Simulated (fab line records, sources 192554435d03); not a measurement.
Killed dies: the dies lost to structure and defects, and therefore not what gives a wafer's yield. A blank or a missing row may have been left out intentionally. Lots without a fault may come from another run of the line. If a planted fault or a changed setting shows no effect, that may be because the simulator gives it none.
Which tool did it? :: flow n5Finfet :: 27 wafers from 9 lots sampled at 6 of the route's 1938 steps

## WHAT EACH GAUGE READ, for each wafer
N5_STI_FIN_REVEAL_FIN_H_MEAS_10. Usual: trenchDepthNm 52.1 nm, standard deviation 0.82.
lot: L752
measured: day 3 00:30
on: ocd-02
trenchDepthNm (nm): 52.8 51.3 52.0
flag: 

lot: L755
measured: day 3 19:29
on: ocd-01
trenchDepthNm (nm): 51.3 52.4 52.0
flag: 

lot: L756
measured: day 4 02:34
on: ocd-01
trenchDepthNm (nm): 52.4 51.7 51.5
flag: 

lot: L758
measured: day 4 12:38
on: ocd-01
trenchDepthNm (nm): 53.1 50.9 51.4
flag: 

lot: L759
measured: day 4 20:34
on: ocd-01
trenchDepthNm (nm): 50.9 51.2 51.8
flag: 

lot: L765
measured: day 6 07:16
on: ocd-02
trenchDepthNm (nm): 51.2 51.7 52.5
flag: 

lot: L766
measured: day 6 14:34
on: ocd-01
trenchDepthNm (nm): 53.6 53.4 52.7
flag: 

lot: L772
measured: day 8 02:58
on: ocd-02
trenchDepthNm (nm): 52.1 53.4 53.2
flag: 

lot: L773
measured: day 8 08:10
on: ocd-02
trenchDepthNm (nm): 53.2 52.5 53.4
flag: 

N5_STI_FIN_REVEAL_INSPECT_13: inspects for defects (darkfield). Usual: rawDefectCount 12, standard deviation 5.
lot: L752
measured: day 3 00:35
on: defectInspect-02
rawDefectCount: 14 23 12
flag: 

lot: L755
measured: day 3 19:35
on: defectInspect-01
rawDefectCount: 18 5 18
flag: 

lot: L756
measured: day 4 02:39
on: defectInspect-02
rawDefectCount: 9 9 14
flag: 

lot: L758
measured: day 4 12:43
on: defectInspect-01
rawDefectCount: 9 14 13
flag: 

lot: L759
measured: day 4 20:39
on: defectInspect-01
rawDefectCount: 15 9 17
flag: 

lot: L765
measured: day 6 07:21
on: defectInspect-02
rawDefectCount: 1200 8 13
flag: OFF

lot: L766
measured: day 6 14:39
on: defectInspect-01
rawDefectCount: 12 8 1206
flag: OFF

lot: L772
measured: day 8 03:03
on: defectInspect-01
rawDefectCount: 13 11 11
flag: 

lot: L773
measured: day 8 08:16
on: defectInspect-01
rawDefectCount: 11 21 19
flag: 

N5_DUMMY_GATE_THK_MEAS_05. Usual: thkNm 72.1 nm, standard deviation 1.1.
lot: L752
measured: day 3 04:49
on: filmMetro-01
thkNm (nm): 71.8 73.6 75.0
flag: 

lot: L755
measured: day 3 23:46
on: filmMetro-02
thkNm (nm): 74.0 72.4 74.0
flag: 

lot: L756
measured: day 4 06:50
on: filmMetro-01
thkNm (nm): 72.9 73.3 73.5
flag: 

lot: L758
measured: day 4 16:55
on: filmMetro-01
thkNm (nm): 72.7 73.1 72.9
flag: 

lot: L759
measured: day 5 00:50
on: filmMetro-01
thkNm (nm): 72.6 70.2 71.1
flag: 

lot: L765
measured: day 6 11:32
on: filmMetro-01
thkNm (nm): 72.1 71.3 72.1
flag: 

lot: L766
measured: day 6 18:49
on: filmMetro-02
thkNm (nm): 72.2 72.3 73.2
flag: 

lot: L772
measured: day 8 07:14
on: filmMetro-01
thkNm (nm): 72.3 70.9 72.2
flag: 

lot: L773
measured: day 8 12:28
on: filmMetro-01
thkNm (nm): 72.5 72.0 71.3
flag: 

N5_BEOL_M4_RC_MEAS_101. Usual: DIBL_N 35.9 mV/V, standard deviation 1.9; DIBL_P 35.8 mV/V, standard deviation 2.4; IOFF_N 0.15 nA/um, standard deviation 0.031; IOFF_P 0.21 nA/um, standard deviation 0.037; ION_N 672 uA/um, standard deviation 13; ION_P 462 uA/um, standard deviation 8.3; SS_N 71.5 mV/dec, standard deviation 0.72; SS_P 73.2 mV/dec, standard deviation 0.67; VT_N 250 mV, standard deviation 3.4; VT_P -250 mV, standard deviation 3.4.
lot: L752
measured: day 8 16:59
on: prober-02
DIBL_N (mV/V): 32.8 33.6 32.4
DIBL_P (mV/V): 33.2 34.1 32.9
IOFF_N (nA/um): 0.11 0.11 0.10
IOFF_P (nA/um): 0.14 0.14 0.13
ION_N (uA/um): 650 640 651
ION_P (uA/um): 452 435 444
SS_N (mV/dec): 70.8 70.8 70.5
SS_P (mV/dec): 72.9 73.1 72.6
VT_N (mV): 255 259 258
VT_P (mV): -258 -259 -258
flag: 

lot: L755
measured: day 9 11:07
on: prober-01
DIBL_N (mV/V): 35.0 32.6 31.7
DIBL_P (mV/V): 36.6 33.3 31.5
IOFF_N (nA/um): 0.16 0.12 0.10
IOFF_P (nA/um): 0.20 0.16 0.14
ION_N (uA/um): 679 660 651
ION_P (uA/um): 461 455 448
SS_N (mV/dec): 71.9 71.3 71.0
SS_P (mV/dec): 73.5 72.5 72.5
VT_N (mV): 250 253 256
VT_P (mV): -252 -255 -254
flag: 

lot: L756
measured: day 9 12:15
on: prober-02
DIBL_N (mV/V): 35.1 37.4 38.2
DIBL_P (mV/V): 36.0 37.4 37.8
IOFF_N (nA/um): 0.15 0.18 0.18
IOFF_P (nA/um): 0.20 0.23 0.24
ION_N (uA/um): 675 683 668
ION_P (uA/um): 460 466 467
SS_N (mV/dec): 71.0 71.9 73.1
SS_P (mV/dec): 73.3 74.1 73.8
VT_N (mV): 249 248 248
VT_P (mV): -250 -251 -249
flag: 

lot: L758
measured: day 9 13:34
on: prober-02
DIBL_N (mV/V): 36.2 39.5 36.9
DIBL_P (mV/V): 38.6 41.0 38.6
IOFF_N (nA/um): 0.18 0.23 0.18
IOFF_P (nA/um): 0.23 0.26 0.21
ION_N (uA/um): 695 689 679
ION_P (uA/um): 470 451 456
SS_N (mV/dec): 72.5 73.2 72.7
SS_P (mV/dec): 73.3 75.1 74.0
VT_N (mV): 245 245 248
VT_P (mV): -250 -253 -254
flag: 

lot: L759
measured: day 10 04:37
on: prober-02
DIBL_N (mV/V): 37.3 40.0 34.2
DIBL_P (mV/V): 35.6 39.7 33.6
IOFF_N (nA/um): 0.15 0.20 0.11
IOFF_P (nA/um): 0.20 0.27 0.18
ION_N (uA/um): 661 683 652
ION_P (uA/um): 455 464 455
SS_N (mV/dec): 72.2 73.4 71.5
SS_P (mV/dec): 73.8 73.9 72.0
VT_N (mV): 252 248 255
VT_P (mV): -250 -249 -252
flag: 

lot: L765
measured: day 11 16:10
on: prober-01
DIBL_N (mV/V): 38.7 38.1 36.4
DIBL_P (mV/V): 40.9 38.9 37.9
IOFF_N (nA/um): 0.24 0.21 0.17
IOFF_P (nA/um): 0.30 0.25 0.22
ION_N (uA/um): 691 670 684
ION_P (uA/um): 472 463 469
SS_N (mV/dec): 72.6 72.7 71.6
SS_P (mV/dec): 73.3 72.8 74.0
VT_N (mV): 244 247 251
VT_P (mV): -245 -244 -247
flag: 

lot: L766
measured: day 12 00:19
on: prober-01
DIBL_N (mV/V): 35.3 35.6 34.8
DIBL_P (mV/V): 36.0 35.1 35.6
IOFF_N (nA/um): 0.14 0.14 0.13
IOFF_P (nA/um): 0.21 0.19 0.20
ION_N (uA/um): 675 669 666
ION_P (uA/um): 473 460 461
SS_N (mV/dec): 70.9 70.4 71.4
SS_P (mV/dec): 73.6 73.2 72.9
VT_N (mV): 251 252 254
VT_P (mV): -248 -250 -251
flag: 

lot: L772
measured: day 13 22:01
on: prober-01
DIBL_N (mV/V): 38.1 37.9 35.8
DIBL_P (mV/V): 39.6 38.2 37.0
IOFF_N (nA/um): 0.19 0.18 0.15
IOFF_P (nA/um): 0.26 0.23 0.20
ION_N (uA/um): 677 696 674
ION_P (uA/um): 462 474 464
SS_N (mV/dec): 72.5 72.1 71.2
SS_P (mV/dec): 74.5 74.2 74.0
VT_N (mV): 246 249 251
VT_P (mV): -246 -248 -251
flag: 

lot: L773
measured: day 14 01:53
on: prober-02
DIBL_N (mV/V): 34.6 36.8 36.9
DIBL_P (mV/V): 33.6 35.7 35.7
IOFF_N (nA/um): 0.13 0.17 0.16
IOFF_P (nA/um): 0.20 0.23 0.23
ION_N (uA/um): 674 690 682
ION_P (uA/um): 473 475 473
SS_N (mV/dec): 70.6 71.4 71.3
SS_P (mV/dec): 72.7 73.0 72.5
VT_N (mV): 250 249 253
VT_P (mV): -251 -247 -247
flag: 

## EACH LOT AND THE TOOL THAT RAN IT (in order: tool; ch and the chambers of the sampled wafers; start)
lot: L752
N5_STI_FIN_REVEAL_ETCHBACK_08: rieDiel-04 ch 0,2,3, day 2 21:32
N5_DUMMY_GATE_ALD_02: aldSin-01 ch 0,2,3, day 3 00:44

lot: L755
N5_STI_FIN_REVEAL_ETCHBACK_08: rieDiel-04 ch 0,1,3, day 3 16:32
N5_DUMMY_GATE_ALD_02: aldSin-01 ch 0,2,3, day 3 19:40

lot: L756
N5_STI_FIN_REVEAL_ETCHBACK_08: rieDiel-04 ch 0,1,3, day 3 23:05
N5_DUMMY_GATE_ALD_02: aldSin-02 ch 0,1,3, day 4 02:44

lot: L758
N5_STI_FIN_REVEAL_ETCHBACK_08: rieDiel-04 ch 2,3, day 4 09:40
N5_DUMMY_GATE_ALD_02: aldSin-02 ch 2,3, day 4 12:49

lot: L759
N5_STI_FIN_REVEAL_ETCHBACK_08: rieDiel-06 ch 0,1, day 4 17:37
N5_DUMMY_GATE_ALD_02: aldSin-04 ch 1,3, day 4 20:44

lot: L765
N5_STI_FIN_REVEAL_ETCHBACK_08: rieDiel-04 ch 0,1,2, day 6 04:04
N5_DUMMY_GATE_ALD_02: aldSin-01 ch 0,1,3, day 6 07:26

lot: L766
N5_STI_FIN_REVEAL_ETCHBACK_08: rieDiel-04 ch 0,3, day 6 11:29
N5_DUMMY_GATE_ALD_02: aldSin-04 ch 0,2, day 6 14:44

lot: L772
N5_STI_FIN_REVEAL_ETCHBACK_08: rieDiel-05 ch 0,2,3, day 7 23:58
N5_DUMMY_GATE_ALD_02: aldSin-02 ch 0,3, day 8 03:08

lot: L773
N5_STI_FIN_REVEAL_ETCHBACK_08: rieDiel-05 ch 1,3, day 8 04:40
N5_DUMMY_GATE_ALD_02: aldSin-04 ch 0,2, day 8 08:22
- N5_STI_FIN_REVEAL_ETCHBACK_08: etches SiO2 in C4F6/O2, target depth 30.5 nm, time 10.167 s.
- N5_DUMMY_GATE_ALD_02: deposits SiO2, target thk 2 nm, pulse time 1 s.

## WHAT THE TOOLS THEMSELVES READ (means of the sampled wafers that have a number; where no wafer has one, the mark that the record gives instead)
N5_STI_FIN_REVEAL_ETCHBACK_08. Usual: biasW is 185.1 W with standard deviation 0.56, drypumpMotorCurrentA is 5.6 A with standard deviation 0.54, oes_ar_750_au is 0.78 a.u. with standard deviation 0.08, oesProductAu is 0.78 a.u. with standard deviation 0.08, rfVppV is 664 V with standard deviation 14, showerheadPlenumPTorr is 2.84 Torr with standard deviation 0.11, and throttleValvePct is 21.28 % with standard deviation 0.18.
lot: L752
tool: rieDiel-04
biasW (W): 185.5
drypumpMotorCurrentA (A): 5.2
oes_ar_750_au (a.u.): 0.76
oesProductAu (a.u.): 0.76
rfVppV (V): 670
showerheadPlenumPTorr (Torr): 2.90
throttleValvePct (%): 21.29
flag: 

lot: L755
tool: rieDiel-04
biasW (W): 185.0
drypumpMotorCurrentA (A): 5.6
oes_ar_750_au (a.u.): 0.85
oesProductAu (a.u.): 0.84
rfVppV (V): 655
showerheadPlenumPTorr (Torr): 2.89
throttleValvePct (%): 21.35
flag: 

lot: L756
tool: rieDiel-04
biasW (W): 185.3
drypumpMotorCurrentA (A): 5.6
oes_ar_750_au (a.u.): 0.85
oesProductAu (a.u.): 0.83
rfVppV (V): 656
showerheadPlenumPTorr (Torr): 2.89
throttleValvePct (%): 21.36
flag: 

lot: L758
tool: rieDiel-04
biasW (W): 184.9
drypumpMotorCurrentA (A): 4.9
oes_ar_750_au (a.u.): 0.73
oesProductAu (a.u.): 0.74
rfVppV (V): 677
showerheadPlenumPTorr (Torr): 2.89
throttleValvePct (%): 21.30
flag: 

lot: L759
tool: rieDiel-06
biasW (W): 185.6
drypumpMotorCurrentA (A): 6.2
oes_ar_750_au (a.u.): 0.71
oesProductAu (a.u.): 0.71
rfVppV (V): 660
showerheadPlenumPTorr (Torr): 2.76
throttleValvePct (%): 21.31
flag: 

lot: L765
tool: rieDiel-04
biasW (W): 184.8
drypumpMotorCurrentA (A): 5.5
oes_ar_750_au (a.u.): 0.80
oesProductAu (a.u.): 0.80
rfVppV (V): 659
showerheadPlenumPTorr (Torr): 2.95
throttleValvePct (%): 21.33
flag: 

lot: L766
tool: rieDiel-04
biasW (W): 184.9
drypumpMotorCurrentA (A): 5.3
oes_ar_750_au (a.u.): 0.75
oesProductAu (a.u.): 0.75
rfVppV (V): 665
showerheadPlenumPTorr (Torr): 2.83
throttleValvePct (%): 21.39
flag: 

lot: L772
tool: rieDiel-05
biasW (W): 185.4
drypumpMotorCurrentA (A): 5.9
oes_ar_750_au (a.u.): 0.76
oesProductAu (a.u.): 0.77
rfVppV (V): 680
showerheadPlenumPTorr (Torr): 2.83
throttleValvePct (%): 21.20
flag: 

lot: L773
tool: rieDiel-05
biasW (W): 184.8
drypumpMotorCurrentA (A): 5.9
oes_ar_750_au (a.u.): 0.75
oesProductAu (a.u.): 0.75
rfVppV (V): 653
showerheadPlenumPTorr (Torr): 2.73
throttleValvePct (%): 21.30
flag: 

N5_DUMMY_GATE_ALD_02. Usual: heaterPowerW 467 W, standard deviation 42; precursorPulseHeightRel 1.002, standard deviation 0.02; susceptorTempC 300.00 C, standard deviation 0.19.
lot: L752
tool: aldSin-01
heaterPowerW (W): 415
precursorPulseHeightRel: 1.006
susceptorTempC (C): 299.78
flag: 

lot: L755
tool: aldSin-01
heaterPowerW (W): 419
precursorPulseHeightRel: 1.002
susceptorTempC (C): 300.14
flag: 

lot: L756
tool: aldSin-02
heaterPowerW (W): 459
precursorPulseHeightRel: 0.985
susceptorTempC (C): 299.91
flag: 

lot: L758
tool: aldSin-02
heaterPowerW (W): 467
precursorPulseHeightRel: 0.994
susceptorTempC (C): 299.95
flag: 

lot: L759
tool: aldSin-04
heaterPowerW (W): 484
precursorPulseHeightRel: 1.006
susceptorTempC (C): 299.98
flag: 

lot: L765
tool: aldSin-01
heaterPowerW (W): 432
precursorPulseHeightRel: 1.002
susceptorTempC (C): 300.14
flag: 

lot: L766
tool: aldSin-04
heaterPowerW (W): 532
precursorPulseHeightRel: 1.012
susceptorTempC (C): 299.92
flag: 

lot: L772
tool: aldSin-02
heaterPowerW (W): 449
precursorPulseHeightRel: 0.985
susceptorTempC (C): 299.78
flag: 

lot: L773
tool: aldSin-04
heaterPowerW (W): 512
precursorPulseHeightRel: 0.998
susceptorTempC (C): 300.00
flag: 

## THE ANSWER, worked out from the rows above alone
Rule: a lot counts as off when the mean over its wafers that have a number is more than 3 standard deviations away from the usual mean. A lot without any number at a reading at which 4 lots or more have one is off too. All remaining lots with rows at the step are treated as sound. Order of review: gauges by route order, followed by the tools' own readings, for which a lot's mean as printed above is used. The first step at which some lot is off is used, and at that step the reading that is off furthest; a lot without a number counts as furthest.
Off: L765, L766 (N5_STI_FIN_REVEAL_INSPECT_13, rawDefectCount).
A tool fits if, at a process step before that reading, it ran every lot that is off, and no sound lot after the first of them. Those tools and the gauges at N5_STI_FIN_REVEAL_INSPECT_13 are tried in the same way. One fits: rieDiel-04 at N5_STI_FIN_REVEAL_ETCHBACK_08. Its last sound lot is L758 (day 4 09:40), its first lot that is off L765 (day 6 04:04): a fault that began between those two fits.

## WHAT THE SIMULATOR PUT IN
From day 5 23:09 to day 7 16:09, rieDiel-04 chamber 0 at N5_STI_FIN_REVEAL_ETCHBACK_08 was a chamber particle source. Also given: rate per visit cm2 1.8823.
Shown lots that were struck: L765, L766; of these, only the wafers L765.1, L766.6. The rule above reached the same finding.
